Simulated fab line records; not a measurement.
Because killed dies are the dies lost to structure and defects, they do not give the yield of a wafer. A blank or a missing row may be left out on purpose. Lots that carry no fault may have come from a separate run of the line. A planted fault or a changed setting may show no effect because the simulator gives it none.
Split-lot trial    flow n5-finfet    21 wafers read across 7 lots, on a route 1938 steps long

THE SPLIT ITSELF
At N5_BEOL_M10_ILD_DEP_00 (deposits SiCOH lowk from DEMS/porogen, target thk 308.51 nm, time 58 s), the setting time-s was moved away from the recipe's 58 s on 7 of the 21 wafers read, by -8.0% to +13.5%. The other wafers ran this setting at the recipe's value.

BETWEEN THE SPLIT AND THE READING: the file shows 1 step in between
- N5_BEOL_M10_CURE_71: cures SiCOH lowk, time 240 s

THE READING
M10_ILD_THK (nm), taken at N5_BEOL_M10_THK_MEAS_01. On this fab line, fault-free wafers typically give 268 nm with a standard deviation of 3.7 nm.

wafer   tool, chamber at the split  time-s as run, s  against the recipe  M10_ILD_THK, nm  against lot-mates on the recipe
L075.3  pecvd-03, 0                 58                recipe              266              -
L075.4  pecvd-03, 1                 58                recipe              266              -
L075.6  pecvd-03, 1                 64.07             +10.5%              298              +32
L076.3  pecvd-03, 1                 58                recipe              270              -
L076.5  pecvd-03, 0                 58                recipe              267              -
L076.6  pecvd-03, 1                 58                recipe              270              -
L080.1  pecvd-01, 0                 58                recipe              269              -
L080.2  pecvd-01, 2                 55.16             -4.9%               257              -12
L080.3  pecvd-01, 1                 58                recipe              270              -
L081.1  pecvd-02, 2                 58                recipe              263              -
L081.2  pecvd-02, 0                 58                recipe              267              -
L081.4  pecvd-02, 1                 58                recipe              270              -
L083.2  pecvd-02, 0                 65.83             +13.5%              308              +36
L083.5  pecvd-02, 1                 58                recipe              272              -
L083.6  pecvd-02, 2                 65.83             +13.5%              307              +35
L085.4  pecvd-01, 1                 63.19             +8.9%               294              +26
L085.5  pecvd-01, 2                 58                recipe              268              -
L085.6  pecvd-01, 0                 63.19             +8.9%               294              +26
L092.2  pecvd-03, 0                 58                recipe              260              -
L092.5  pecvd-03, 1                 53.36             -8.0%               243              -18
L092.6  pecvd-03, 2                 58                recipe              263              -

FIT RESULTS
A straight line over all 21 wafers: M10_ILD_THK changes by +2.94 nm for each +1% of time-s; r = +0.99; the points scatter about the line by 3 nm.
The same after taking each lot's own level away (the mean of its wafers on the recipe; 21 wafers): +2.7 nm for each +1%; r = +0.99; scatter 1.8 nm.
The reading moves by 36 nm for the largest change in time-s, on that fit.
The span of the lots' own levels, 261.5 to 272.0 nm, comes to 2.8 times the standard deviation stated above.
The two slopes are in agreement: the lot-to-lot level therefore moves the slope only a little.
Check: for one of the wafers moved furthest among these (+13.5%), held out of the fit, the line's prediction against its lot-mates is +37.2 nm. It came out at +36 nm against them.

THE OTHER SPLITS THESE WAFERS WENT THROUGH
Before the reading, these wafers also passed through other splits. Each is held against what the fit with the lots' levels taken away leaves over:
other split on the same wafers    wafers away from the commonest value  r with M10_ILD_THK (lot level and that fit taken away)
N5_BEOL_M9_TRENCH_ETCH_37 time-s  9                                     -0.13

THE WHOLE CHAIN: every reading that the file lists as answering this split, in the file's order
step                     what it does                                                            reading                                                                                    change (the file's fit)               r (the file's)
N5_BEOL_M10_ILD_DEP_00   deposits SiCOH lowk from DEMS/porogen, target thk 308.51 nm, time 58 s  SiCOH_lowk_of_BEOL_M10_ILD_DEP_00.thk-nm (the simulator's own value, which no gauge read)  +3.04 nm for each +1% of the setting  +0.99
N5_BEOL_M10_CURE_71      cures SiCOH lowk, time 240 s                                            SiCOH_lowk_of_BEOL_M10_ILD_DEP_00.thk-nm (the simulator's own value, which no gauge read)  +2.68 nm for each +1% of the setting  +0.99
N5_BEOL_M10_THK_MEAS_01                                                                          M10_ILD_THK                                                                                +2.69 for each +1% of the setting     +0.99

THE FILE'S OWN FIT
M10_ILD_THK changes by +2.69 nm for each +1% of time-s, r = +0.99.
